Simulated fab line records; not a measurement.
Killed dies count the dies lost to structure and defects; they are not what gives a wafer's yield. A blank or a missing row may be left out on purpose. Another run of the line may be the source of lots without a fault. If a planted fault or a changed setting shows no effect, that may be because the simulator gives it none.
Matching of chambers || flow nand_harc || cmp-04 running NHARC_P_BONDPAD_CMP_32: 4 sister chambers
The step polishes SiCN, target thk 200 nm. 4 wafers are shown with their chamber, then 11 later ones without.

## WAFERS, EACH WITH ITS CHAMBER
{"wafer": "L087.2", "chamber": 0, "motor_current_A (A)": 13.2}
{"wafer": "L088.3", "chamber": 3, "motor_current_A (A)": 10.6}
{"wafer": "L088.4", "chamber": 2, "motor_current_A (A)": 11.5}
{"wafer": "L092.1", "chamber": 1, "motor_current_A (A)": 12.0}

## WAFERS WHOSE CHAMBER IS MISSING
{"wafer": "L092.4", "motor_current_A (A)": 11.8}
{"wafer": "L092.6", "motor_current_A (A)": 11.3}
{"wafer": "L094.3", "motor_current_A (A)": 10.4}
{"wafer": "L094.4", "motor_current_A (A)": 11.1}
{"wafer": "L094.5", "motor_current_A (A)": 11.2}
{"wafer": "L093.2", "motor_current_A (A)": 11.8}
{"wafer": "L093.4", "motor_current_A (A)": 10.2}
{"wafer": "L093.6", "motor_current_A (A)": 11.5}
{"wafer": "L095.2", "motor_current_A (A)": 11.8}
{"wafer": "L095.4", "motor_current_A (A)": 11.6}
{"wafer": "L095.6", "motor_current_A (A)": 11.8}

## WHICH CHAMBER EACH ONE RAN IN
{"wafer": "L092.4", "from the rows above": "can't be placed: 1 or 2", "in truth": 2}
{"wafer": "L092.6", "from the rows above": 2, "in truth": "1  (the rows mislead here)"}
{"wafer": "L094.3", "from the rows above": 3, "in truth": 3}
{"wafer": "L094.4", "from the rows above": "can't be placed: 2 or 3", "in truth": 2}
{"wafer": "L094.5", "from the rows above": "can't be placed: 2 or 3", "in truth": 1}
{"wafer": "L093.2", "from the rows above": "can't be placed: 1 or 2", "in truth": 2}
{"wafer": "L093.4", "from the rows above": 3, "in truth": 3}
{"wafer": "L093.6", "from the rows above": 2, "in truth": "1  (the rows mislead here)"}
{"wafer": "L095.2", "from the rows above": "can't be placed: 1 or 2", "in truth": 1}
{"wafer": "L095.4", "from the rows above": "can't be placed: 2 or 1", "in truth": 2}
{"wafer": "L095.6", "from the rows above": "can't be placed: 1 or 2", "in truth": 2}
2 of 11 placed correctly. Not placeable from these rows: 7 (in 6, the candidates include the true chamber). 2 placed wrongly.
How it was worked out, from the rows above alone: a wafer's distance from a chamber is the root of the sum, over the readings, of the square of ((its reading less the chamber's mean) divided by the reading's scatter). If the next closest chamber is less than 2 further off than the closest, the wafer can't be placed; otherwise it belongs to the closest. For every chamber, the mean is computed from those of its wafers that are shown. The scatter (one wafer shown for each chamber): square how far every hidden wafer sits from the nearest shown wafer, average those squares and take the square root.
